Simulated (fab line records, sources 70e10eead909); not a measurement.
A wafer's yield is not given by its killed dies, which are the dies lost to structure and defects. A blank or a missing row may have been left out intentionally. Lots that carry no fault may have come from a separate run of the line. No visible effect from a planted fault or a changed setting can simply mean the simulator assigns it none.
The same fault as seen by 2 desks :: flow nand harc :: only its own numbers are on each desk; what lay behind them is given at the end

FOR THE TOOL OWNER'S DESK: litho track-01
The tool's own readings at NHARC_P_CONTACT_PEB_10 (peb time 65 s): means of the sampled wafers that have a number, for each lot that ran on this tool. A lot is out of limits, marked OUT, if its mean lies more than 4 standard deviations from the usual mean; the brackets give that distance.
Columns: A = chill plate temp C at NHARC_P_CONTACT_PEB_10, usual 23.02 C; B = heater power total W at NHARC_P_CONTACT_PEB_10, usual 156.6 W; C = plate temp C at NHARC_P_CONTACT_PEB_10, usual 99.99 C; D = resist line temp C at NHARC_P_CONTACT_PEB_10, usual 23.00 C
lot: L498
first seen here: day 6 00:40
A: 23.20
B: 156.7
C: 100.01
D: 22.96

lot: L499
first seen here: day 6 02:52
A: 22.85
B: 156.8
C: 99.89
D: 23.10

lot: L505
first seen here: day 7 11:27
A: 23.16
B: 156.8
C: 100.09
D: 23.07

lot: L506
first seen here: day 8 01:23
A: 23.03
B: 159.2 (+6.3) OUT
C: 101.13 (+9.5) OUT
D: 23.13

lot: L507
first seen here: day 8 10:06
A: 22.99
B: 159.3 (+6.7) OUT
C: 101.25 (+11) OUT
D: 22.94

lot: L520
first seen here: day 11 11:01
A: 22.87
B: 156.7
C: 100.02
D: 23.03
This desk finds L506, L507 out of limits, L506 being first, at day 8 01:23 (heater power total W at NHARC_P_CONTACT_PEB_10). In limits: L498, L499, L505, L520.

THE METROLOGY DESK
What the gauges read for every lot (on any tool): the sampled wafers with a number, averaged. A lot is out of limits, marked OUT, if its mean lies more than 4 standard deviations from the usual mean; the brackets give that distance.
Columns: A = cd nm at NHARC_P_GATE_CD_MEAS_91, usual 2000.9 nm; B = cd nm at NHARC_P_CONTACT_CD_MEAS_12, usual 89.9 nm; C = cd nm at NHARC_P_CONTACT_CD_MEAS_19, usual 89.9 nm
lot: L497
first seen here: day 5 09:18
A: 2003.8
B: 89.7
C: 89.2

lot: L498
first seen here: day 5 20:05
A: 2002.6
B: 90.7
C: 92.3

lot: L499
first seen here: day 5 22:04
A: 1997.9
B: 90.5
C: 90.6

lot: L505
first seen here: day 7 06:58
A: 2000.8
B: 89.8
C: 88.7

lot: L506
first seen here: day 7 20:34
A: 2000.7
B: 93.8 (+6.9) OUT
C: 95.8

lot: L508
first seen here: day 8 04:43
A: 2001.2
B: 89.4
C: 90.3

lot: L507
first seen here: day 8 05:24
A: 1999.6
B: 94.6 (+8.2) OUT
C: 93.6

lot: L516
first seen here: day 10 02:56
A: 2004.4
B: 90.3
C: 88.4

lot: L518
first seen here: day 10 18:37
A: 2001.1
B: 89.6
C: 89.4

lot: L519
first seen here: day 11 00:23
A: 1998.4
B: 89.7
C: 89.5

lot: L520
first seen here: day 11 06:24
A: 1999.2
B: 89.8
C: 90.1
This desk finds L506, L507 out of limits, L506 being first, at day 8 01:28 (cd nm at NHARC_P_CONTACT_CD_MEAS_12). In limits: L497, L498, L499, L505, L508, L516, L518, L519, L520.

TAKEN TOGETHER
At day 8 01:23, on L506, L507, the tool owner's desk was in a position to raise an alarm.
The metrology desk could have raised an alarm at day 8 01:28, on L506, L507.
NHARC_P_CONTACT_PEB_10 was run on litho track-01 by each of the lots named.

WHAT WAS PUT IN BY THE SIMULATOR
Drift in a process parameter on litho track-01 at NHARC_P_CONTACT_PEB_10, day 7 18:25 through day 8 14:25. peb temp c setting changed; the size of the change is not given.
Struck lots among those shown: L506, L507.
Fault start to first reading out of limits, in hours, per desk: tool owner, 7; metrology, 7.
